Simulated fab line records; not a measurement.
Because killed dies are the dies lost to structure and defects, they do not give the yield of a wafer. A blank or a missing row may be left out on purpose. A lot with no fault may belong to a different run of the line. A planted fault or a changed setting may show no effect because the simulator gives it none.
fab line records / flow nand_harc
[record] lots = 14 wafers = 42 last_day = 34
route steps=1302 shown P_M0@264 P_M1@292
lots with no fault: from the same line, run without faults
start_h: hours from the record's first day to the start of the lot's first wafer shown / wait_h: time in hours since the lot's previous step / " unchanged from the row above / L1.1+2: one row covering several wafers at once / - value missing, or start not given / * or withheld: withheld / < > ~ a bound
route shown NAME@n: NAME is a module with steps in the file, n the number in the route of the first one / usual: the fault-free wafers' mean and standard deviation / same: alike in all rows / chamber/n: place in a boat / sites: per-site readings / _std_site: their standard deviation / _edge_site: inner sites' mean taken away from outer sites' mean / radius_mm: for every site, how far away it sits from the centre of the wafer / mask NAME#n: copy n / behind: the most recent tool/chamber to have shaped the wafer / hold: the reason the lot was held/the length of the hold in hours/how it ended / device: transistor that didn't switch, given as n, p or np / end of line: tests of these same wafers at the route's end / where a step has no rows: the recipe by itself / killed: dies lost to structure and defects at the first sort, not the wafer's yield / map: per-die view of a wafer (x killed, . not killed, _ where there is no die)
set.NAME: the run value of the setting; set.NAME@STEP: its run value at that earlier step / model.NAME: the simulator's own value behind a step, which no gauge read
route steps across a sampled set of lots; one table per step, one row per wafer
services: a tool's chamber out of use, with start hour (start_h, from the record's first day; less than 0 if before it), hours out, and reason
[[steps]]
[step NHARC_P_M0_OVL_MEAS_10]
[recipe] pitch_nm = 180
[usual] overlay_x_nm = -0.3/0.87 overlay_y_nm = 0.0/0.8
lot.wafer=L386.1 tool=overlay-02 chamber=- start_h=124.75 wait_h=- overlay_x_nm=-1.1 overlay_y_nm=0.6
lot.wafer=L386.2 tool=overlay-02 chamber=- start_h=124.75 wait_h=- overlay_x_nm=-1.2 overlay_y_nm=0.3
lot.wafer=L386.5 tool=overlay-02 chamber=- start_h=124.75 wait_h=- overlay_x_nm=-1.3 overlay_y_nm=0.7
lot.wafer=L387.1 tool=overlay-02 chamber=- start_h=128.36 wait_h=- overlay_x_nm=0.5 overlay_y_nm=-0.9
lot.wafer=L387.3 tool=overlay-02 chamber=- start_h=128.36 wait_h=- overlay_x_nm=-0.6 overlay_y_nm=-1.3
lot.wafer=L387.4 tool=overlay-02 chamber=- start_h=128.36 wait_h=- overlay_x_nm=-0.5 overlay_y_nm=-1.0
lot.wafer=L388.2 tool=overlay-02 chamber=- start_h=141.22 wait_h=- overlay_x_nm=-0.8 overlay_y_nm=-1.4
lot.wafer=L388.5 tool=overlay-02 chamber=- start_h=141.22 wait_h=- overlay_x_nm=-1.4 overlay_y_nm=-0.8
lot.wafer=L388.6 tool=overlay-02 chamber=- start_h=141.22 wait_h=- overlay_x_nm=-1.7 overlay_y_nm=-0.7
lot.wafer=L389.1 tool=overlay-02 chamber=- start_h=147.29 wait_h=- overlay_x_nm=0.3 overlay_y_nm=-1.0
lot.wafer=L389.2 tool=overlay-02 chamber=- start_h=147.29 wait_h=- overlay_x_nm=0.0 overlay_y_nm=-1.2
lot.wafer=L389.4 tool=overlay-02 chamber=- start_h=147.29 wait_h=- overlay_x_nm=0.0 overlay_y_nm=-0.7
lot.wafer=L396.2 tool=overlay-02 chamber=- start_h=218.15 wait_h=- overlay_x_nm=0.6 overlay_y_nm=0.8
lot.wafer=L396.3 tool=overlay-02 chamber=- start_h=218.15 wait_h=- overlay_x_nm=0.7 overlay_y_nm=0.6
lot.wafer=L396.4 tool=overlay-02 chamber=- start_h=218.15 wait_h=- overlay_x_nm=0.9 overlay_y_nm=-0.2
lot.wafer=L398.1 tool=overlay-02 chamber=- start_h=238.04 wait_h=- overlay_x_nm=0.1 overlay_y_nm=-0.8
lot.wafer=L398.2 tool=overlay-02 chamber=- start_h=238.04 wait_h=- overlay_x_nm=-0.5 overlay_y_nm=-0.9
lot.wafer=L398.4 tool=overlay-02 chamber=- start_h=238.04 wait_h=- overlay_x_nm=-0.1 overlay_y_nm=-1.1
lot.wafer=L399.2 tool=overlay-01 chamber=- start_h=251.81 wait_h=- overlay_x_nm=1.4 overlay_y_nm=0.3
lot.wafer=L399.4 tool=overlay-01 chamber=- start_h=251.81 wait_h=- overlay_x_nm=1.3 overlay_y_nm=0.1
lot.wafer=L399.6 tool=overlay-01 chamber=- start_h=251.81 wait_h=- overlay_x_nm=1.7 overlay_y_nm=0.2
lot.wafer=L401.3 tool=overlay-01 chamber=- start_h=269.14 wait_h=- overlay_x_nm=-1.9 overlay_y_nm=1.1
lot.wafer=L401.4 tool=overlay-01 chamber=- start_h=269.14 wait_h=- overlay_x_nm=-1.3 overlay_y_nm=0.3
lot.wafer=L401.5 tool=overlay-01 chamber=- start_h=269.14 wait_h=- overlay_x_nm=-1.5 overlay_y_nm=0.7
lot.wafer=L402.1 tool=overlay-01 chamber=- start_h=279.99 wait_h=- overlay_x_nm=0.1 overlay_y_nm=0.4
lot.wafer=L402.4 tool=overlay-01 chamber=- start_h=279.99 wait_h=- overlay_x_nm=-0.2 overlay_y_nm=0.3
lot.wafer=L402.6 tool=overlay-01 chamber=- start_h=279.99 wait_h=- overlay_x_nm=-0.1 overlay_y_nm=1.0
lot.wafer=L403.3 tool=overlay-01 chamber=- start_h=285.51 wait_h=- overlay_x_nm=1.0 overlay_y_nm=0.5
lot.wafer=L403.5 tool=overlay-01 chamber=- start_h=285.51 wait_h=- overlay_x_nm=0.8 overlay_y_nm=1.1
lot.wafer=L403.6 tool=overlay-01 chamber=- start_h=285.51 wait_h=- overlay_x_nm=0.4 overlay_y_nm=-0.3
lot.wafer=L405.2 tool=overlay-02 chamber=- start_h=311.50 wait_h=- overlay_x_nm=-1.6 overlay_y_nm=0.8
lot.wafer=L405.3 tool=overlay-02 chamber=- start_h=311.50 wait_h=- overlay_x_nm=-0.8 overlay_y_nm=1.1
lot.wafer=L405.6 tool=overlay-02 chamber=- start_h=311.50 wait_h=- overlay_x_nm=-1.6 overlay_y_nm=0.3
lot.wafer=L407.2 tool=overlay-02 chamber=- start_h=328.29 wait_h=- overlay_x_nm=0.1 overlay_y_nm=0.1
lot.wafer=L407.3 tool=overlay-02 chamber=- start_h=328.29 wait_h=- overlay_x_nm=-0.1 overlay_y_nm=0.0
lot.wafer=L407.6 tool=overlay-02 chamber=- start_h=328.29 wait_h=- overlay_x_nm=0.0 overlay_y_nm=-0.8
lot.wafer=L408.1 tool=overlay-02 chamber=- start_h=341.82 wait_h=- overlay_x_nm=-0.1 overlay_y_nm=-0.7
lot.wafer=L408.3 tool=overlay-02 chamber=- start_h=341.82 wait_h=- overlay_x_nm=0.4 overlay_y_nm=0.1
lot.wafer=L408.6 tool=overlay-02 chamber=- start_h=341.82 wait_h=- overlay_x_nm=0.3 overlay_y_nm=-0.3
lot.wafer=L409.2 tool=overlay-01 chamber=- start_h=357.69 wait_h=- overlay_x_nm=0.9 overlay_y_nm=0.4
lot.wafer=L409.5 tool=overlay-01 chamber=- start_h=357.69 wait_h=- overlay_x_nm=0.7 overlay_y_nm=0.1
lot.wafer=L409.6 tool=overlay-01 chamber=- start_h=357.69 wait_h=- overlay_x_nm=1.0 overlay_y_nm=0.3
[step NHARC_P_M0_CD_MEAS_16]
[usual] cd_nm = 90.1/0.94
lot.wafer=L386.1 tool=cd_sem-03 chamber=- start_h=125.15 wait_h=- cd_nm=88.3
lot.wafer=L386.2 tool=cd_sem-03 chamber=- start_h=125.15 wait_h=- cd_nm=90.5
lot.wafer=L386.5 tool=cd_sem-03 chamber=- start_h=125.15 wait_h=- cd_nm=91.5
lot.wafer=L387.1 tool=cd_sem-02 chamber=- start_h=128.75 wait_h=- cd_nm=89.0
lot.wafer=L387.3 tool=cd_sem-02 chamber=- start_h=128.75 wait_h=- cd_nm=88.9
lot.wafer=L387.4 tool=cd_sem-02 chamber=- start_h=128.75 wait_h=- cd_nm=90.5
lot.wafer=L388.2 tool=cd_sem-03 chamber=- start_h=141.62 wait_h=- cd_nm=90.9
lot.wafer=L388.5 tool=cd_sem-03 chamber=- start_h=141.62 wait_h=- cd_nm=90.9
lot.wafer=L388.6 tool=cd_sem-03 chamber=- start_h=141.62 wait_h=- cd_nm=90.0
lot.wafer=L389.1 tool=cd_sem-02 chamber=- start_h=147.69 wait_h=- cd_nm=90.8
lot.wafer=L389.2 tool=cd_sem-02 chamber=- start_h=147.69 wait_h=- cd_nm=90.2
lot.wafer=L389.4 tool=cd_sem-02 chamber=- start_h=147.69 wait_h=- cd_nm=91.0
lot.wafer=L396.2 tool=cd_sem-02 chamber=- start_h=218.69 wait_h=- cd_nm=92.5
lot.wafer=L396.3 tool=cd_sem-02 chamber=- start_h=218.69 wait_h=- cd_nm=90.9
lot.wafer=L396.4 tool=cd_sem-02 chamber=- start_h=218.69 wait_h=- cd_nm=91.6
lot.wafer=L398.1 tool=cd_sem-02 chamber=- start_h=238.44 wait_h=- cd_nm=89.4
lot.wafer=L398.2 tool=cd_sem-02 chamber=- start_h=238.44 wait_h=- cd_nm=89.3
lot.wafer=L398.4 tool=cd_sem-02 chamber=- start_h=238.44 wait_h=- cd_nm=90.0
lot.wafer=L399.2 tool=cd_sem-02 chamber=- start_h=252.47 wait_h=- cd_nm=90.6
lot.wafer=L399.4 tool=cd_sem-02 chamber=- start_h=252.47 wait_h=- cd_nm=89.8
lot.wafer=L399.6 tool=cd_sem-02 chamber=- start_h=252.47 wait_h=- cd_nm=90.3
lot.wafer=L401.3 tool=cd_sem-02 chamber=- start_h=269.54 wait_h=- cd_nm=89.3
lot.wafer=L401.4 tool=cd_sem-02 chamber=- start_h=269.54 wait_h=- cd_nm=89.2
lot.wafer=L401.5 tool=cd_sem-02 chamber=- start_h=269.54 wait_h=- cd_nm=88.7
lot.wafer=L402.1 tool=cd_sem-02 chamber=- start_h=280.39 wait_h=- cd_nm=89.1
lot.wafer=L402.4 tool=cd_sem-02 chamber=- start_h=280.39 wait_h=- cd_nm=89.1
lot.wafer=L402.6 tool=cd_sem-02 chamber=- start_h=280.39 wait_h=- cd_nm=90.0
lot.wafer=L403.3 tool=cd_sem-01 chamber=- start_h=285.92 wait_h=- cd_nm=89.9
lot.wafer=L403.5 tool=cd_sem-01 chamber=- start_h=285.92 wait_h=- cd_nm=90.8
lot.wafer=L403.6 tool=cd_sem-01 chamber=- start_h=285.92 wait_h=- cd_nm=90.2
lot.wafer=L405.2 tool=cd_sem-03 chamber=- start_h=311.92 wait_h=- cd_nm=90.2
lot.wafer=L405.3 tool=cd_sem-03 chamber=- start_h=311.92 wait_h=- cd_nm=89.8
lot.wafer=L405.6 tool=cd_sem-03 chamber=- start_h=311.92 wait_h=- cd_nm=89.5
lot.wafer=L407.2 tool=cd_sem-02 chamber=- start_h=328.69 wait_h=- cd_nm=89.3
lot.wafer=L407.3 tool=cd_sem-02 chamber=- start_h=328.69 wait_h=- cd_nm=90.0
lot.wafer=L407.6 tool=cd_sem-02 chamber=- start_h=328.69 wait_h=- cd_nm=88.8
lot.wafer=L408.1 tool=cd_sem-02 chamber=- start_h=342.27 wait_h=- cd_nm=89.6
lot.wafer=L408.3 tool=cd_sem-02 chamber=- start_h=342.27 wait_h=- cd_nm=88.9
lot.wafer=L408.6 tool=cd_sem-02 chamber=- start_h=342.27 wait_h=- cd_nm=89.0
lot.wafer=L409.2 tool=cd_sem-02 chamber=- start_h=358.08 wait_h=- cd_nm=88.1
lot.wafer=L409.5 tool=cd_sem-02 chamber=- start_h=358.08 wait_h=- cd_nm=92.2
lot.wafer=L409.6 tool=cd_sem-02 chamber=- start_h=358.08 wait_h=- cd_nm=89.1
[step NHARC_P_M0_PRE_CLEAN_29]
[recipe] time_s = 30 temp_c = 280 gas = H2/He
[usual] heater_power_w = 406/46
lot.wafer=L386.2 tool=pvd_sputter-03 chamber=- start_h=- wait_h=- heater_power_w=379
lot.wafer=L386.1 tool=pvd_sputter-03 chamber=- start_h=- wait_h=- heater_power_w=383
lot.wafer=L386.5 tool=pvd_sputter-03 chamber=- start_h=- wait_h=- heater_power_w=359
lot.wafer=L387.4 tool=pvd_sputter-03 chamber=- start_h=- wait_h=- heater_power_w=403
lot.wafer=L387.1 tool=pvd_sputter-03 chamber=- start_h=- wait_h=- heater_power_w=376
lot.wafer=L387.3 tool=pvd_sputter-03 chamber=- start_h=- wait_h=- heater_power_w=363
lot.wafer=L388.2 tool=pvd_sputter-01 chamber=- start_h=- wait_h=- heater_power_w=403
lot.wafer=L388.5 tool=pvd_sputter-01 chamber=- start_h=- wait_h=- heater_power_w=412
lot.wafer=L388.6 tool=pvd_sputter-01 chamber=- start_h=- wait_h=- heater_power_w=494
lot.wafer=L389.2 tool=pvd_sputter-02 chamber=- start_h=- wait_h=- heater_power_w=434
lot.wafer=L389.1 tool=pvd_sputter-02 chamber=- start_h=- wait_h=- heater_power_w=476
lot.wafer=L389.4 tool=pvd_sputter-02 chamber=- start_h=- wait_h=- heater_power_w=330
lot.wafer=L396.4 tool=pvd_sputter-01 chamber=- start_h=- wait_h=- heater_power_w=404
lot.wafer=L396.3 tool=pvd_sputter-01 chamber=- start_h=- wait_h=- heater_power_w=502
lot.wafer=L396.2 tool=pvd_sputter-01 chamber=- start_h=- wait_h=- heater_power_w=380
lot.wafer=L398.1 tool=pvd_sputter-01 chamber=- start_h=- wait_h=- heater_power_w=404
lot.wafer=L398.2 tool=pvd_sputter-01 chamber=- start_h=- wait_h=- heater_power_w=428
lot.wafer=L398.4 tool=pvd_sputter-01 chamber=- start_h=- wait_h=- heater_power_w=506
lot.wafer=L399.2 tool=pvd_sputter-02 chamber=- start_h=- wait_h=- heater_power_w=429
lot.wafer=L399.4 tool=pvd_sputter-02 chamber=- start_h=- wait_h=- heater_power_w=480
lot.wafer=L399.6 tool=pvd_sputter-02 chamber=- start_h=- wait_h=- heater_power_w=343
lot.wafer=L401.3 tool=pvd_sputter-03 chamber=- start_h=- wait_h=- heater_power_w=359
lot.wafer=L401.4 tool=pvd_sputter-03 chamber=- start_h=- wait_h=- heater_power_w=383
lot.wafer=L401.5 tool=pvd_sputter-03 chamber=- start_h=- wait_h=- heater_power_w=373
lot.wafer=L402.1 tool=pvd_sputter-02 chamber=- start_h=- wait_h=- heater_power_w=335
lot.wafer=L402.4 tool=pvd_sputter-02 chamber=- start_h=- wait_h=- heater_power_w=415
lot.wafer=L402.6 tool=pvd_sputter-02 chamber=- start_h=- wait_h=- heater_power_w=380
lot.wafer=L403.3 tool=pvd_sputter-01 chamber=- start_h=- wait_h=- heater_power_w=389
lot.wafer=L403.5 tool=pvd_sputter-01 chamber=- start_h=- wait_h=- heater_power_w=400
lot.wafer=L403.6 tool=pvd_sputter-01 chamber=- start_h=- wait_h=- heater_power_w=424
lot.wafer=L405.3 tool=pvd_sputter-01 chamber=- start_h=- wait_h=- heater_power_w=509
lot.wafer=L405.2 tool=pvd_sputter-01 chamber=- start_h=- wait_h=- heater_power_w=429
lot.wafer=L405.6 tool=pvd_sputter-01 chamber=- start_h=- wait_h=- heater_power_w=385
lot.wafer=L407.2 tool=pvd_sputter-03 chamber=- start_h=- wait_h=- heater_power_w=359
lot.wafer=L407.3 tool=pvd_sputter-03 chamber=- start_h=- wait_h=- heater_power_w=371
lot.wafer=L407.6 tool=pvd_sputter-03 chamber=- start_h=- wait_h=- heater_power_w=377
lot.wafer=L408.1 tool=pvd_sputter-01 chamber=- start_h=- wait_h=- heater_power_w=388
lot.wafer=L408.3 tool=pvd_sputter-01 chamber=- start_h=- wait_h=- heater_power_w=437
lot.wafer=L408.6 tool=pvd_sputter-01 chamber=- start_h=- wait_h=- heater_power_w=390
lot.wafer=L409.2 tool=pvd_sputter-01 chamber=- start_h=- wait_h=- heater_power_w=523
lot.wafer=L409.5 tool=pvd_sputter-01 chamber=- start_h=- wait_h=- heater_power_w=427
lot.wafer=L409.6 tool=pvd_sputter-01 chamber=- start_h=- wait_h=- heater_power_w=500
[step NHARC_P_M1_EXPOSE_06]
[recipe] na = 1.35 target_cd_nm = 130 dose_mj = 81.88 mask_id = P_M1
[usual] exposure_dose_mJ_cm2 = 81.75/0.095
lot.wafer=L386.1 tool=arfi_scanner-01 chamber=0 start_h=128.56 wait_h=- mask=P_M1#0 exposure_dose_mJ_cm2=81.73
lot.wafer=L386.2 tool=arfi_scanner-01 chamber=0 start_h=128.56 wait_h=- mask=P_M1#0 exposure_dose_mJ_cm2=81.70
lot.wafer=L386.5 tool=arfi_scanner-01 chamber=0 start_h=128.56 wait_h=- mask=P_M1#0 exposure_dose_mJ_cm2=81.73
lot.wafer=L387.1 tool=arfi_scanner-02 chamber=0 start_h=132.18 wait_h=- mask=P_M1#0 exposure_dose_mJ_cm2=81.77
lot.wafer=L387.3 tool=arfi_scanner-02 chamber=0 start_h=132.18 wait_h=- mask=P_M1#0 exposure_dose_mJ_cm2=81.77
lot.wafer=L387.4 tool=arfi_scanner-02 chamber=0 start_h=132.18 wait_h=- mask=P_M1#0 exposure_dose_mJ_cm2=81.68
lot.wafer=L388.2 tool=arfi_scanner-02 chamber=0 start_h=144.94 wait_h=- mask=P_M1#0 exposure_dose_mJ_cm2=81.82
lot.wafer=L388.5 tool=arfi_scanner-02 chamber=0 start_h=144.94 wait_h=- mask=P_M1#0 exposure_dose_mJ_cm2=81.76
lot.wafer=L388.6 tool=arfi_scanner-02 chamber=0 start_h=144.94 wait_h=- mask=P_M1#0 exposure_dose_mJ_cm2=81.82
lot.wafer=L389.1 tool=arfi_scanner-02 chamber=0 start_h=151.00 wait_h=- mask=P_M1#0 exposure_dose_mJ_cm2=81.94
lot.wafer=L389.2 tool=arfi_scanner-02 chamber=0 start_h=151.00 wait_h=- mask=P_M1#0 exposure_dose_mJ_cm2=81.94
lot.wafer=L389.4 tool=arfi_scanner-02 chamber=0 start_h=151.00 wait_h=- mask=P_M1#0 exposure_dose_mJ_cm2=82.03
lot.wafer=L396.2 tool=arfi_scanner-02 chamber=0 start_h=222.11 wait_h=- mask=P_M1#0 exposure_dose_mJ_cm2=60.11
lot.wafer=L396.3 tool=arfi_scanner-02 chamber=0 start_h=222.11 wait_h=- mask=P_M1#0 exposure_dose_mJ_cm2=60.15
lot.wafer=L396.4 tool=arfi_scanner-02 chamber=0 start_h=222.11 wait_h=- mask=P_M1#0 exposure_dose_mJ_cm2=60.18
lot.wafer=L398.1 tool=arfi_scanner-02 chamber=0 start_h=241.90 wait_h=- mask=P_M1#0 exposure_dose_mJ_cm2=64.49
lot.wafer=L398.2 tool=arfi_scanner-02 chamber=0 start_h=241.90 wait_h=- mask=P_M1#0 exposure_dose_mJ_cm2=64.55
lot.wafer=L398.4 tool=arfi_scanner-02 chamber=0 start_h=241.90 wait_h=- mask=P_M1#0 exposure_dose_mJ_cm2=64.43
lot.wafer=L399.2 tool=arfi_scanner-03 chamber=0 start_h=255.99 wait_h=- mask=P_M1#0 exposure_dose_mJ_cm2=81.59
lot.wafer=L399.4 tool=arfi_scanner-03 chamber=0 start_h=255.99 wait_h=- mask=P_M1#0 exposure_dose_mJ_cm2=81.72
lot.wafer=L399.6 tool=arfi_scanner-03 chamber=0 start_h=255.99 wait_h=- mask=P_M1#0 exposure_dose_mJ_cm2=81.68
lot.wafer=L401.3 tool=arfi_scanner-03 chamber=0 start_h=272.97 wait_h=- mask=P_M1#0 exposure_dose_mJ_cm2=81.77
lot.wafer=L401.4 tool=arfi_scanner-03 chamber=0 start_h=272.97 wait_h=- mask=P_M1#0 exposure_dose_mJ_cm2=81.76
lot.wafer=L401.5 tool=arfi_scanner-03 chamber=0 start_h=272.97 wait_h=- mask=P_M1#0 exposure_dose_mJ_cm2=81.66
lot.wafer=L402.1 tool=arfi_scanner-03 chamber=0 start_h=283.83 wait_h=- mask=P_M1#0 exposure_dose_mJ_cm2=81.57
lot.wafer=L402.4 tool=arfi_scanner-03 chamber=0 start_h=283.83 wait_h=- mask=P_M1#0 exposure_dose_mJ_cm2=81.55
lot.wafer=L402.6 tool=arfi_scanner-03 chamber=0 start_h=283.83 wait_h=- mask=P_M1#0 exposure_dose_mJ_cm2=81.73
lot.wafer=L403.3 tool=arfi_scanner-01 chamber=0 start_h=289.38 wait_h=- mask=P_M1#0 exposure_dose_mJ_cm2=81.92
lot.wafer=L403.5 tool=arfi_scanner-01 chamber=0 start_h=289.38 wait_h=- mask=P_M1#0 exposure_dose_mJ_cm2=81.79
lot.wafer=L403.6 tool=arfi_scanner-01 chamber=0 start_h=289.38 wait_h=- mask=P_M1#0 exposure_dose_mJ_cm2=81.61
lot.wafer=L405.2 tool=arfi_scanner-01 chamber=0 start_h=315.49 wait_h=- mask=P_M1#0 exposure_dose_mJ_cm2=81.76
lot.wafer=L405.3 tool=arfi_scanner-01 chamber=0 start_h=315.49 wait_h=- mask=P_M1#0 exposure_dose_mJ_cm2=81.81
lot.wafer=L405.6 tool=arfi_scanner-01 chamber=0 start_h=315.49 wait_h=- mask=P_M1#0 exposure_dose_mJ_cm2=81.56
lot.wafer=L407.2 tool=arfi_scanner-03 chamber=0 start_h=332.14 wait_h=- mask=P_M1#0 exposure_dose_mJ_cm2=81.77
lot.wafer=L407.3 tool=arfi_scanner-03 chamber=0 start_h=332.14 wait_h=- mask=P_M1#0 exposure_dose_mJ_cm2=81.78
lot.wafer=L407.6 tool=arfi_scanner-03 chamber=0 start_h=332.14 wait_h=- mask=P_M1#0 exposure_dose_mJ_cm2=81.69
lot.wafer=L408.1 tool=arfi_scanner-01 chamber=0 start_h=345.94 wait_h=- mask=P_M1#0 exposure_dose_mJ_cm2=81.72
lot.wafer=L408.3 tool=arfi_scanner-01 chamber=0 start_h=345.94 wait_h=- mask=P_M1#0 exposure_dose_mJ_cm2=81.70
lot.wafer=L408.6 tool=arfi_scanner-01 chamber=0 start_h=345.94 wait_h=- mask=P_M1#0 exposure_dose_mJ_cm2=81.63
lot.wafer=L409.2 tool=arfi_scanner-01 chamber=0 start_h=361.38 wait_h=- mask=P_M1#0 exposure_dose_mJ_cm2=81.73
lot.wafer=L409.5 tool=arfi_scanner-01 chamber=0 start_h=361.38 wait_h=- mask=P_M1#0 exposure_dose_mJ_cm2=81.76
lot.wafer=L409.6 tool=arfi_scanner-01 chamber=0 start_h=361.38 wait_h=- mask=P_M1#0 exposure_dose_mJ_cm2=81.72
[step NHARC_P_M1_CD_MEAS_09]
[recipe] target_cd_nm = 130 landing_energy_ev = 500
[usual] cd_nm = 129.6/0.68
lot.wafer=L386.1 tool=cd_sem-03 chamber=0 start_h=128.70 wait_h=- cd_nm=128.9
lot.wafer=L386.2 tool=cd_sem-03 chamber=0 start_h=128.70 wait_h=- cd_nm=129.7
lot.wafer=L386.5 tool=cd_sem-03 chamber=0 start_h=128.70 wait_h=- cd_nm=129.4
lot.wafer=L387.1 tool=cd_sem-02 chamber=0 start_h=132.32 wait_h=- cd_nm=129.4
lot.wafer=L387.3 tool=cd_sem-02 chamber=0 start_h=132.32 wait_h=- cd_nm=130.3
lot.wafer=L387.4 tool=cd_sem-02 chamber=0 start_h=132.32 wait_h=- cd_nm=129.2
lot.wafer=L388.2 tool=cd_sem-02 chamber=0 start_h=145.08 wait_h=- cd_nm=130.8
lot.wafer=L388.5 tool=cd_sem-02 chamber=0 start_h=145.08 wait_h=- cd_nm=130.3
lot.wafer=L388.6 tool=cd_sem-02 chamber=0 start_h=145.08 wait_h=- cd_nm=130.6
lot.wafer=L389.1 tool=cd_sem-02 chamber=0 start_h=151.14 wait_h=- cd_nm=128.3
lot.wafer=L389.2 tool=cd_sem-02 chamber=0 start_h=151.14 wait_h=- cd_nm=130.1
lot.wafer=L389.4 tool=cd_sem-02 chamber=0 start_h=151.14 wait_h=- cd_nm=129.2
lot.wafer=L396.2 tool=cd_sem-03 chamber=0 start_h=222.25 wait_h=- cd_nm=112.2
lot.wafer=L396.3 tool=cd_sem-03 chamber=0 start_h=222.25 wait_h=- cd_nm=111.5
lot.wafer=L396.4 tool=cd_sem-03 chamber=0 start_h=222.25 wait_h=- cd_nm=111.5
lot.wafer=L398.1 tool=cd_sem-02 chamber=0 start_h=242.04 wait_h=- cd_nm=114.6
lot.wafer=L398.2 tool=cd_sem-02 chamber=0 start_h=242.04 wait_h=- cd_nm=115.8
lot.wafer=L398.4 tool=cd_sem-02 chamber=0 start_h=242.04 wait_h=- cd_nm=115.0
lot.wafer=L399.2 tool=cd_sem-03 chamber=0 start_h=256.13 wait_h=- cd_nm=128.9
lot.wafer=L399.4 tool=cd_sem-03 chamber=0 start_h=256.13 wait_h=- cd_nm=129.9
lot.wafer=L399.6 tool=cd_sem-03 chamber=0 start_h=256.13 wait_h=- cd_nm=129.0
lot.wafer=L401.3 tool=cd_sem-01 chamber=0 start_h=273.11 wait_h=- cd_nm=129.6
lot.wafer=L401.4 tool=cd_sem-01 chamber=0 start_h=273.11 wait_h=- cd_nm=130.6
lot.wafer=L401.5 tool=cd_sem-01 chamber=0 start_h=273.11 wait_h=- cd_nm=129.6
lot.wafer=L402.1 tool=cd_sem-02 chamber=0 start_h=283.97 wait_h=- cd_nm=129.1
lot.wafer=L402.4 tool=cd_sem-02 chamber=0 start_h=283.97 wait_h=- cd_nm=129.8
lot.wafer=L402.6 tool=cd_sem-02 chamber=0 start_h=283.97 wait_h=- cd_nm=128.4
lot.wafer=L403.3 tool=cd_sem-02 chamber=0 start_h=289.52 wait_h=- cd_nm=129.2
lot.wafer=L403.5 tool=cd_sem-02 chamber=0 start_h=289.52 wait_h=- cd_nm=129.5
lot.wafer=L403.6 tool=cd_sem-02 chamber=0 start_h=289.52 wait_h=- cd_nm=129.8
lot.wafer=L405.2 tool=cd_sem-03 chamber=0 start_h=315.63 wait_h=- cd_nm=129.3
lot.wafer=L405.3 tool=cd_sem-03 chamber=0 start_h=315.63 wait_h=- cd_nm=129.4
lot.wafer=L405.6 tool=cd_sem-03 chamber=0 start_h=315.63 wait_h=- cd_nm=130.3
lot.wafer=L407.2 tool=cd_sem-03 chamber=0 start_h=332.28 wait_h=- cd_nm=129.7
lot.wafer=L407.3 tool=cd_sem-03 chamber=0 start_h=332.28 wait_h=- cd_nm=129.0
lot.wafer=L407.6 tool=cd_sem-03 chamber=0 start_h=332.28 wait_h=- cd_nm=129.1
lot.wafer=L408.1 tool=cd_sem-01 chamber=0 start_h=346.08 wait_h=- cd_nm=131.2
lot.wafer=L408.3 tool=cd_sem-01 chamber=0 start_h=346.08 wait_h=- cd_nm=130.2
lot.wafer=L408.6 tool=cd_sem-01 chamber=0 start_h=346.08 wait_h=- cd_nm=130.3
lot.wafer=L409.2 tool=cd_sem-03 chamber=0 start_h=361.51 wait_h=- cd_nm=128.2
lot.wafer=L409.5 tool=cd_sem-03 chamber=0 start_h=361.51 wait_h=- cd_nm=129.4
lot.wafer=L409.6 tool=cd_sem-03 chamber=0 start_h=361.51 wait_h=- cd_nm=130.2
[[services]]
tool=pvd_sputter-02 chamber=- start_h=104.00 hours=10.0 kind=pm
tool=arfi_scanner-02 chamber=- start_h=140.00 hours=4.0 kind=pm
tool=pvd_sputter-01 chamber=- start_h=144.54 hours=1.9 kind=repair
tool=pvd_sputter-03 chamber=- start_h=170.00 hours=10.0 kind=pm
tool=pvd_sputter-03 chamber=- start_h=182.46 hours=2.2 kind=repair
tool=pvd_sputter-02 chamber=- start_h=183.48 hours=7.7 kind=repair
tool=pvd_sputter-01 chamber=- start_h=192.34 hours=3.2 kind=repair
tool=arfi_scanner-03 chamber=- start_h=196.00 hours=4.0 kind=pm
tool=arfi_scanner-01 chamber=- start_h=210.44 hours=0.3 kind=repair
tool=pvd_sputter-03 chamber=- start_h=214.92 hours=15.2 kind=repair
tool=pvd_sputter-01 chamber=- start_h=226.00 hours=10.0 kind=pm
tool=arfi_scanner-01 chamber=- start_h=252.00 hours=4.0 kind=pm
tool=arfi_scanner-03 chamber=- start_h=253.90 hours=0.5 kind=repair
tool=arfi_scanner-02 chamber=- start_h=262.88 hours=2.1 kind=repair
tool=pvd_sputter-02 chamber=- start_h=282.00 hours=10.0 kind=pm
tool=arfi_scanner-02 chamber=- start_h=293.43 hours=5.4 kind=repair
tool=arfi_scanner-01 chamber=- start_h=294.41 hours=2.6 kind=repair
tool=arfi_scanner-02 chamber=- start_h=312.00 hours=4.0 kind=pm
tool=arfi_scanner-02 chamber=- start_h=320.49 hours=3.6 kind=repair
tool=pvd_sputter-01 chamber=- start_h=321.62 hours=2.4 kind=repair
tool=arfi_scanner-01 chamber=- start_h=331.19 hours=1.3 kind=repair
tool=arfi_scanner-03 chamber=- start_h=332.19 hours=0.3 kind=repair
tool=pvd_sputter-03 chamber=- start_h=344.39 hours=3.8 kind=repair
tool=arfi_scanner-03 chamber=- start_h=349.14 hours=4.2 kind=repair
[[key]]
[first_sign] step = NHARC_P_M1_EXPOSE_06 reading = exposure_dose_mJ_cm2 direction = down sigmas = 99+ usual = 81.75 struck = 62.32
[effect] step = NHARC_P_M1_CD_MEAS_09 reading = cd_nm direction = down sigmas = 24 usual = 129.6 struck = 113.4 through = control_loop
met_at NHARC_P_M1_EXPOSE_06
struck_lots L396,L398
sort_left_out L396.2,L396.3,L396.4,L398.1,L398.2,L398.4
[loop_trim] step = NHARC_P_M1_EXPOSE_06 setting = dose lots = L398
not_acting_at NHARC_P_M0_OVL_MEAS_10,NHARC_P_M0_CD_MEAS_16,NHARC_P_M0_PRE_CLEAN_29
onset_between 151.00 222.11
[fault] kind = process_parameter_drift tool = arfi_scanner-02 chamber = - onset_h = 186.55 steps = NHARC_P_M1_EXPOSE_06 channel = dose_mj offset = -21.646 shape = step acts_in = these_recipes_only stated = 81.88
// sort_left_out: the simulated sort isn't trusted on such a fault, so these wafers' sort isn't shown, and their yield isn't known
// loop_trim: a control loop set the setting to another value than it would have without faults
